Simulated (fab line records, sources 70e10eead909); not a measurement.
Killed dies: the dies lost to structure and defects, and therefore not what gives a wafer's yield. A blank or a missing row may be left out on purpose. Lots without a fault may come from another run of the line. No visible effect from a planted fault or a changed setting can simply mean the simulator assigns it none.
Which of the tools did it? || flow nandHarc || 39 wafers from 13 lots sampled at 6 of the route's 1302 steps

== WHAT EACH GAUGE READ, for each wafer ==
NHARC_A_DECK1_JOINT_INSPECT_05. Usual: rawDefectCount reads 281 (standard deviation 97).
{"lot": "L796", "measured": "day 13 03:58", "on": "defectInspect-02", "rawDefectCount": "321 357 364", "flag": ""}
{"lot": "L798", "measured": "day 13 11:57", "on": "defectInspect-02", "rawDefectCount": "198 108 111", "flag": ""}
{"lot": "L799", "measured": "day 13 19:06", "on": "defectInspect-02", "rawDefectCount": "259 254 134", "flag": ""}
{"lot": "L801", "measured": "day 14 17:03", "on": "defectInspect-02", "rawDefectCount": "287 208 357", "flag": ""}
{"lot": "L800", "measured": "day 14 17:03", "on": "defectInspect-01", "rawDefectCount": "593 507 360", "flag": ""}
{"lot": "L802", "measured": "day 15 14:25", "on": "defectInspect-01", "rawDefectCount": "312 103 180", "flag": ""}
{"lot": "L806", "measured": "day 17 03:53", "on": "defectInspect-02", "rawDefectCount": "384 259 187", "flag": ""}
{"lot": "L808", "measured": "day 17 13:14", "on": "defectInspect-02", "rawDefectCount": "148 362 224", "flag": ""}
{"lot": "L809", "measured": "day 18 19:24", "on": "defectInspect-01", "rawDefectCount": "233 217 309", "flag": ""}
{"lot": "L810", "measured": "day 19 00:56", "on": "defectInspect-01", "rawDefectCount": "327 325 292", "flag": ""}
{"lot": "L813", "measured": "day 19 13:46", "on": "defectInspect-02", "rawDefectCount": "471 393 310", "flag": ""}
{"lot": "L817", "measured": "day 21 19:07", "on": "defectInspect-01", "rawDefectCount": "369 289 311", "flag": ""}
{"lot": "L818", "measured": "day 22 02:53", "on": "defectInspect-02", "rawDefectCount": "264 182 171", "flag": ""}

NHARC_A_ONON_D2_THK_MEAS_02: measures by ellipsometry. Usual: thkNm reads 1000 nm (standard deviation 7.5).
{"lot": "L796", "measured": "day 13 04:32", "on": "filmMetro-01", "thkNm (nm)": "1002 1002 1002", "flag": ""}
{"lot": "L798", "measured": "day 13 12:31", "on": "filmMetro-02", "thkNm (nm)": "996 996 996", "flag": ""}
{"lot": "L799", "measured": "day 13 19:41", "on": "filmMetro-02", "thkNm (nm)": "995 997 996", "flag": ""}
{"lot": "L801", "measured": "day 14 17:38", "on": "filmMetro-02", "thkNm (nm)": "988 987 989", "flag": ""}
{"lot": "L800", "measured": "day 14 17:38", "on": "filmMetro-01", "thkNm (nm)": "1001 1002 1001", "flag": ""}
{"lot": "L802", "measured": "day 15 14:59", "on": "filmMetro-01", "thkNm (nm)": "1001 1002 1002", "flag": ""}
{"lot": "L806", "measured": "day 17 04:28", "on": "filmMetro-01", "thkNm (nm)": "1000 999 1000", "flag": ""}
{"lot": "L808", "measured": "day 17 13:49", "on": "filmMetro-01", "thkNm (nm)": "1007 1004 1004", "flag": ""}
{"lot": "L809", "measured": "day 18 19:59", "on": "filmMetro-02", "thkNm (nm)": "1011 1010 1012", "flag": ""}
{"lot": "L810", "measured": "day 19 01:31", "on": "filmMetro-02", "thkNm (nm)": "998 1001 999", "flag": ""}
{"lot": "L813", "measured": "day 19 14:20", "on": "filmMetro-01", "thkNm (nm)": "1002 1003 1003", "flag": ""}
{"lot": "L817", "measured": "day 21 19:41", "on": "filmMetro-02", "thkNm (nm)": "1009 1011 1010", "flag": ""}
{"lot": "L818", "measured": "day 22 03:28", "on": "filmMetro-01", "thkNm (nm)": "1000 1000 998", "flag": ""}

NHARC_A_ONON_D2_THK_MEAS_18: measures by ellipsometry. Usual: thkNm reads 1000 nm (standard deviation 11).
{"lot": "L796", "measured": "day 13 15:08", "on": "filmMetro-01", "thkNm (nm)": "999 1000 999", "flag": ""}
{"lot": "L798", "measured": "day 13 22:54", "on": "filmMetro-01", "thkNm (nm)": "979 980 979", "flag": ""}
{"lot": "L799", "measured": "day 14 05:58", "on": "filmMetro-01", "thkNm (nm)": "1011 1012 1012", "flag": ""}
{"lot": "L801", "measured": "day 15 05:07", "on": "filmMetro-01", "thkNm (nm)": "1006 1007 1006", "flag": ""}
{"lot": "L800", "measured": "day 15 05:07", "on": "filmMetro-02", "thkNm (nm)": "995 995 994", "flag": ""}
{"lot": "L802", "measured": "day 16 00:38", "on": "filmMetro-02", "thkNm (nm)": "1003 1001 1002", "flag": ""}
{"lot": "L806", "measured": "day 17 14:52", "on": "filmMetro-01", "thkNm (nm)": "1003 1000 1002", "flag": ""}
{"lot": "L808", "measured": "day 18 00:21", "on": "filmMetro-01", "thkNm (nm)": "1010 1009 1010", "flag": ""}
{"lot": "L809", "measured": "day 19 05:56", "on": "filmMetro-01", "thkNm (nm)": "1009 1008 445", "flag": "OFF"}
{"lot": "L810", "measured": "day 19 11:25", "on": "filmMetro-01", "thkNm (nm)": "988 990 425", "flag": "OFF"}
{"lot": "L813", "measured": "day 20 00:20", "on": "filmMetro-01", "thkNm (nm)": "984 983 981", "flag": ""}
{"lot": "L817", "measured": "day 22 05:20", "on": "filmMetro-02", "thkNm (nm)": "1021 1020 1021", "flag": ""}
{"lot": "L818", "measured": "day 22 13:06", "on": "filmMetro-02", "thkNm (nm)": "1009 1010 1008", "flag": ""}

NHARC_END_SORT_01. Usual: killedAtArray 59, standard deviation 16; killedAtOther 0.8, standard deviation 1.1; killedAtPeriphery 3.6, standard deviation 2.4; killedDies 64, standard deviation 16; killedOpen 3.4, standard deviation 1.8; killedShort 2.5, standard deviation 1.6.
{"lot": "L809", "measured": "day 30 13:25", "on": "prober-01", "killedAtArray": "40 38 670", "killedAtOther": "0 0 0", "killedAtPeriphery": "4 7 7", "killedDies": "44 45 677", "killedOpen": "4 3 5", "killedShort": "1 0 6", "flag": "OFF"}
{"lot": "L810", "measured": "day 31 22:25", "on": "prober-01", "killedAtArray": "46 51 674", "killedAtOther": "1 0 0", "killedAtPeriphery": "2 5 3", "killedDies": "49 56 677", "killedOpen": "4 3 6", "killedShort": "2 4 2", "flag": "OFF"}

== WHICH TOOL RAN EACH LOT (tool, then ch and the chambers of the sampled wafers, then the start) ==
{"lot": "L796", "NHARC_A_CHANNEL_FILL_D1_ETCHBACK_20": "rieDiel-13 ch 0,1,2, day 10 16:22", "NHARC_A_ONON_D2_DEP_16": "pecvdOnon-01 ch 0, day 13 14:38"}
{"lot": "L798", "NHARC_A_CHANNEL_FILL_D1_ETCHBACK_20": "rieDiel-09 ch 0,1, day 11 00:20", "NHARC_A_ONON_D2_DEP_16": "pecvdOnon-01 ch 0, day 13 22:23"}
{"lot": "L799", "NHARC_A_CHANNEL_FILL_D1_ETCHBACK_20": "rieDiel-04 ch 1,2,3, day 11 07:32", "NHARC_A_ONON_D2_DEP_16": "pecvdOnon-01 ch 0, day 14 05:28"}
{"lot": "L801", "NHARC_A_CHANNEL_FILL_D1_ETCHBACK_20": "rieDiel-09 ch 0,1,2, day 12 08:04", "NHARC_A_ONON_D2_DEP_16": "pecvdOnon-01 ch 0, day 15 04:37"}
{"lot": "L800", "NHARC_A_CHANNEL_FILL_D1_ETCHBACK_20": "rieDiel-13 ch 1,2,3, day 12 08:05", "NHARC_A_ONON_D2_DEP_16": "pecvdOnon-04 ch 0, day 15 04:37"}
{"lot": "L802", "NHARC_A_CHANNEL_FILL_D1_ETCHBACK_20": "rieDiel-13 ch 0,1,3, day 13 02:56", "NHARC_A_ONON_D2_DEP_16": "pecvdOnon-01 ch 0, day 16 00:14"}
{"lot": "L806", "NHARC_A_CHANNEL_FILL_D1_ETCHBACK_20": "rieDiel-13 ch 1,3, day 14 17:05", "NHARC_A_ONON_D2_DEP_16": "pecvdOnon-03 ch 0, day 17 14:21"}
{"lot": "L808", "NHARC_A_CHANNEL_FILL_D1_ETCHBACK_20": "rieDiel-04 ch 2,3, day 15 02:19", "NHARC_A_ONON_D2_DEP_16": "pecvdOnon-01 ch 0, day 17 23:50"}
{"lot": "L809", "NHARC_A_CHANNEL_FILL_D1_ETCHBACK_20": "rieDiel-13 ch 0,2,3, day 16 10:38", "NHARC_A_ONON_D2_DEP_16": "pecvdOnon-01 ch 0, day 19 05:28"}
{"lot": "L810", "NHARC_A_CHANNEL_FILL_D1_ETCHBACK_20": "rieDiel-04 ch 1,2,3, day 16 16:10", "NHARC_A_ONON_D2_DEP_16": "pecvdOnon-01 ch 0, day 19 10:58"}
{"lot": "L813", "NHARC_A_CHANNEL_FILL_D1_ETCHBACK_20": "rieDiel-04 ch 2,3, day 17 01:49", "NHARC_A_ONON_D2_DEP_16": "pecvdOnon-04 ch 0, day 19 23:50"}
{"lot": "L817", "NHARC_A_CHANNEL_FILL_D1_ETCHBACK_20": "rieDiel-04 ch 1,2,3, day 19 08:23", "NHARC_A_ONON_D2_DEP_16": "pecvdOnon-03 ch 0, day 22 04:50"}
{"lot": "L818", "NHARC_A_CHANNEL_FILL_D1_ETCHBACK_20": "rieDiel-13 ch 0,1,3, day 19 16:04", "NHARC_A_ONON_D2_DEP_16": "pecvdOnon-01 ch 0, day 22 12:35"}
- NHARC_A_CHANNEL_FILL_D1_ETCHBACK_20: etches the open film in C4F8/O2/Ar, target depth 27 nm, time 13.5 s.
- NHARC_A_ONON_D2_DEP_16: target thk 1000 nm.

== WHAT THE TOOLS THEMSELVES READ (means of the sampled wafers that have a number; where no wafer has one, the mark that the record gives instead) ==
NHARC_A_CHANNEL_FILL_D1_ETCHBACK_20. Usual: oesProductAu 0.97 a.u., standard deviation 0.036; rfVppV 980 V, standard deviation 4.1.
{"lot": "L796", "tool": "rieDiel-13", "oesProductAu (a.u.)": 0.99, "rfVppV (V)": 980, "flag": ""}
{"lot": "L798", "tool": "rieDiel-09", "oesProductAu (a.u.)": 1.00, "rfVppV (V)": 978, "flag": ""}
{"lot": "L799", "tool": "rieDiel-04", "oesProductAu (a.u.)": 1.00, "rfVppV (V)": 980, "flag": ""}
{"lot": "L801", "tool": "rieDiel-09", "oesProductAu (a.u.)": 0.93, "rfVppV (V)": 980, "flag": ""}
{"lot": "L800", "tool": "rieDiel-13", "oesProductAu (a.u.)": 0.92, "rfVppV (V)": 981, "flag": ""}
{"lot": "L802", "tool": "rieDiel-13", "oesProductAu (a.u.)": 0.92, "rfVppV (V)": 977, "flag": ""}
{"lot": "L806", "tool": "rieDiel-13", "oesProductAu (a.u.)": 0.99, "rfVppV (V)": 977, "flag": ""}
{"lot": "L808", "tool": "rieDiel-04", "oesProductAu (a.u.)": 0.93, "rfVppV (V)": 978, "flag": ""}
{"lot": "L809", "tool": "rieDiel-13", "oesProductAu (a.u.)": 1.01, "rfVppV (V)": 981, "flag": ""}
{"lot": "L810", "tool": "rieDiel-04", "oesProductAu (a.u.)": 1.01, "rfVppV (V)": 981, "flag": ""}
{"lot": "L813", "tool": "rieDiel-04", "oesProductAu (a.u.)": 1.01, "rfVppV (V)": 981, "flag": ""}
{"lot": "L817", "tool": "rieDiel-04", "oesProductAu (a.u.)": 0.96, "rfVppV (V)": 981, "flag": ""}
{"lot": "L818", "tool": "rieDiel-13", "oesProductAu (a.u.)": 0.92, "rfVppV (V)": 977, "flag": ""}

NHARC_A_ONON_D2_DEP_16. Usual: sih4FlowSccm reads 210.1 sccm (standard deviation 0.57).
{"lot": "L796", "tool": "pecvdOnon-01", "sih4FlowSccm (sccm)": 210.2, "flag": ""}
{"lot": "L798", "tool": "pecvdOnon-01", "sih4FlowSccm (sccm)": 210.7, "flag": ""}
{"lot": "L799", "tool": "pecvdOnon-01", "sih4FlowSccm (sccm)": 210.5, "flag": ""}
{"lot": "L801", "tool": "pecvdOnon-01", "sih4FlowSccm (sccm)": 209.8, "flag": ""}
{"lot": "L800", "tool": "pecvdOnon-04", "sih4FlowSccm (sccm)": 209.7, "flag": ""}
{"lot": "L802", "tool": "pecvdOnon-01", "sih4FlowSccm (sccm)": 210.0, "flag": ""}
{"lot": "L806", "tool": "pecvdOnon-03", "sih4FlowSccm (sccm)": 210.1, "flag": ""}
{"lot": "L808", "tool": "pecvdOnon-01", "sih4FlowSccm (sccm)": 210.0, "flag": ""}
{"lot": "L809", "tool": "pecvdOnon-01", "sih4FlowSccm (sccm)": 210.2, "flag": ""}
{"lot": "L810", "tool": "pecvdOnon-01", "sih4FlowSccm (sccm)": 210.0, "flag": ""}
{"lot": "L813", "tool": "pecvdOnon-04", "sih4FlowSccm (sccm)": 209.6, "flag": ""}
{"lot": "L817", "tool": "pecvdOnon-03", "sih4FlowSccm (sccm)": 209.7, "flag": ""}
{"lot": "L818", "tool": "pecvdOnon-01", "sih4FlowSccm (sccm)": 210.1, "flag": ""}

== THE ANSWER, worked out from the rows above alone ==
Rule: a lot is off if the mean of its wafers that have a number lies more than 3 standard deviations from the usual mean. Also off: a lot with no number at a reading for which 4 or more lots have one. The other lots that the step has rows for count as sound. After the gauges, taken in route order, come the tools' own readings; for these a lot's mean is taken, as printed above. At the first step where some lot is off, the reading lying furthest off is the one used; lots without a number count as furthest.
Off: L809, L810, at NHARC_A_ONON_D2_THK_MEAS_18 (thkNm).
If a tool, at a process step before that reading, ran all the lots that are off and no sound lot after the first of them, it fits. The gauges at NHARC_A_ONON_D2_THK_MEAS_18 aren't tried: what is off there is off at NHARC_END_SORT_01 too, on other tools, and a gauge's error can't cause that. Not one of the candidates tried fits.

== WHAT HAD BEEN PUT IN BY THE SIMULATOR ==
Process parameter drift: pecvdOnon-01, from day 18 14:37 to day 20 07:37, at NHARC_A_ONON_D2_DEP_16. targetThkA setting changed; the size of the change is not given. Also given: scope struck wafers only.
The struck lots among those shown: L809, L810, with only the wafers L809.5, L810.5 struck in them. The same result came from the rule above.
